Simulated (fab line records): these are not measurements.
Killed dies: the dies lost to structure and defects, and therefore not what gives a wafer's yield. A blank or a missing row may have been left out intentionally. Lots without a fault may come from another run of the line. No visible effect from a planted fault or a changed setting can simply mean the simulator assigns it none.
Shared-tool check	flow n5-finfet	11 lots and 33 wafers in the sample

== WHY THIS WAS OPENED ==
On 1 of the 11 lots, a flag is raised at N5_BEOL_M13_CD_MEAS_10 on the reading cd-nm. Fault-free wafers read 189.8 nm, with a standard deviation of 1.6.
Rule: flag the lot when none of its wafers has a number, or when each of its wafers that has one lies beyond 4 standard deviations from that mean. All remaining lots are regarded as sound.

lot	measured	on	cd-nm (nm), wafer by wafer	flag
L924	day 10 10:18	cd-sem-02	189.3 188.8 190.2	
L925	day 11 00:43	cd-sem-03	192.1 193.1 190.4	
L927	day 11 09:26	cd-sem-02	191.2 190.1 191.2	
L929	day 12 00:50	cd-sem-01	187.0 187.0 188.6	
L930	day 12 18:17	cd-sem-01	173.8 173.7 173.7	FLAGGED
L939	day 14 13:23	cd-sem-02	188.8 190.4 192.2	
L941	day 15 04:26	cd-sem-02	190.6 191.2 190.1	
L943	day 15 14:09	cd-sem-03	189.9 189.4 190.9	
L940	day 15 14:34	cd-sem-01	190.5 189.9 190.1	
L942	day 15 21:01	cd-sem-02	190.6 192.2 193.2	
L946	day 16 16:26	cd-sem-02	194.0 192.2 190.3	
The mean of the flagged lots' numbers is 173.7 nm, -16.1 nm from the usual (-10 standard deviations).

== TOOL THAT RAN EACH LOT ==
The record holds 3 process steps before the reading, out of a route of 1938 steps. In each cell: the tool, then ch and the chambers that the sampled wafers went through, then the start.
lot	flag	N5_BEOL_M12_PRE_CLEAN_42	N5_BEOL_M12_SPUTTER_45	N5_BEOL_M13_EXPOSE_07
L924		pvd-sputter-01, day 10 08:33	pvd-sputter-01, day 10 08:45	krf-scanner-02 ch 0, day 10 10:08
L925		pvd-sputter-03, day 10 22:54	pvd-sputter-03, day 10 23:06	krf-scanner-01 ch 0, day 11 00:32
L927		pvd-sputter-03, day 11 07:21	pvd-sputter-03, day 11 07:33	krf-scanner-02 ch 0, day 11 09:16
L929		pvd-sputter-02, day 11 22:58	pvd-sputter-02, day 11 23:10	krf-scanner-02 ch 0, day 12 00:40
L930	FLAGGED	pvd-sputter-02, day 12 15:30	pvd-sputter-02, day 12 15:42	krf-scanner-02 ch 0, day 12 18:06
L939		pvd-sputter-01, day 14 11:40	pvd-sputter-01, day 14 11:52	krf-scanner-01 ch 0, day 14 13:13
L941		pvd-sputter-03, day 15 02:44	pvd-sputter-03, day 15 02:56	krf-scanner-01 ch 0, day 15 04:17
L943		pvd-sputter-02, day 15 12:27	pvd-sputter-02, day 15 12:39	krf-scanner-01 ch 0, day 15 13:59
L940		pvd-sputter-02, day 15 12:46	pvd-sputter-02, day 15 12:58	krf-scanner-01 ch 0, day 15 14:24
L942		pvd-sputter-03, day 15 19:19	pvd-sputter-03, day 15 19:31	krf-scanner-01 ch 0, day 15 20:50
L946		pvd-sputter-03, day 16 14:44	pvd-sputter-03, day 16 14:56	krf-scanner-01 ch 0, day 16 16:16
What is done by these steps:
- N5_BEOL_M12_PRE_CLEAN_42: time 30 s.
- N5_BEOL_M12_SPUTTER_45: material Cu, target thk 80 nm, time 13.33 s.
- N5_BEOL_M13_EXPOSE_07: exposes mask V12.
- N5_BEOL_M13_CD_MEAS_10: target cd 190 nm.

== FLAGGED OVER TOTAL, TOOL BY TOOL (the gauges that took the reading come last) ==
step	tool	lots run	flagged	share of the flagged lots	sound lots run after its first flagged lot
N5_BEOL_M12_PRE_CLEAN_42	pvd-sputter-01	2	0	none	-
N5_BEOL_M12_PRE_CLEAN_42	pvd-sputter-02	4	1	all	2 (L943,L940)
N5_BEOL_M12_PRE_CLEAN_42	pvd-sputter-03	5	0	none	-
N5_BEOL_M12_SPUTTER_45	pvd-sputter-01	2	0	none	-
N5_BEOL_M12_SPUTTER_45	pvd-sputter-02	4	1	all	2 (L943,L940)
N5_BEOL_M12_SPUTTER_45	pvd-sputter-03	5	0	none	-
N5_BEOL_M13_EXPOSE_07	krf-scanner-01	7	0	none	-
N5_BEOL_M13_EXPOSE_07	krf-scanner-02	4	1	all	0
N5_BEOL_M13_CD_MEAS_10	cd-sem-01	3	1	all	1 (L940)
N5_BEOL_M13_CD_MEAS_10	cd-sem-02	6	0	none	-
N5_BEOL_M13_CD_MEAS_10	cd-sem-03	2	0	none	-

== THE TABLE: WHAT IT ALLOWS ==
4 rows of the table ran every flagged lot: pvd-sputter-02 at N5_BEOL_M12_PRE_CLEAN_42, pvd-sputter-02 at N5_BEOL_M12_SPUTTER_45, krf-scanner-02 at N5_BEOL_M13_EXPOSE_07, cd-sem-01 at N5_BEOL_M13_CD_MEAS_10.
- pvd-sputter-02 at N5_BEOL_M12_PRE_CLEAN_42: 1 of its 4 lots flagged. Sound lots ran on it after the first flagged one (L943, L940), which a lasting fault on the whole tool wouldn't allow.
- pvd-sputter-02 at N5_BEOL_M12_SPUTTER_45: 1 of its 4 lots flagged. Sound lots ran on it after the first flagged one (L943, L940), which a lasting fault on the whole tool wouldn't allow.
- krf-scanner-02 at N5_BEOL_M13_EXPOSE_07: 1 of its 4 lots flagged. Its last sound lot is L929 (day 12 00:40), its first flagged lot L930 (day 12 18:06): a fault that began between those two fits. Its own readings lie more than 4 standard deviations out on every wafer of the flagged lots: exposure-dose-mJ-cm2.
- cd-sem-01 at N5_BEOL_M13_CD_MEAS_10: 1 of its 3 lots flagged. Sound lots ran on it after the first flagged one (L940), which a lasting fault on the whole tool wouldn't allow.
krf-scanner-02 at N5_BEOL_M13_EXPOSE_07 is the single tool remaining.

== WHAT THE SIMULATOR HAD INSERTED ==
Drift in process parameters on krf-scanner-02 at N5_BEOL_M13_EXPOSE_07, starting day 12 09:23. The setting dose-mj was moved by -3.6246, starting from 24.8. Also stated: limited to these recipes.
Shown lots that were struck: L930. Same finding as the rule above.
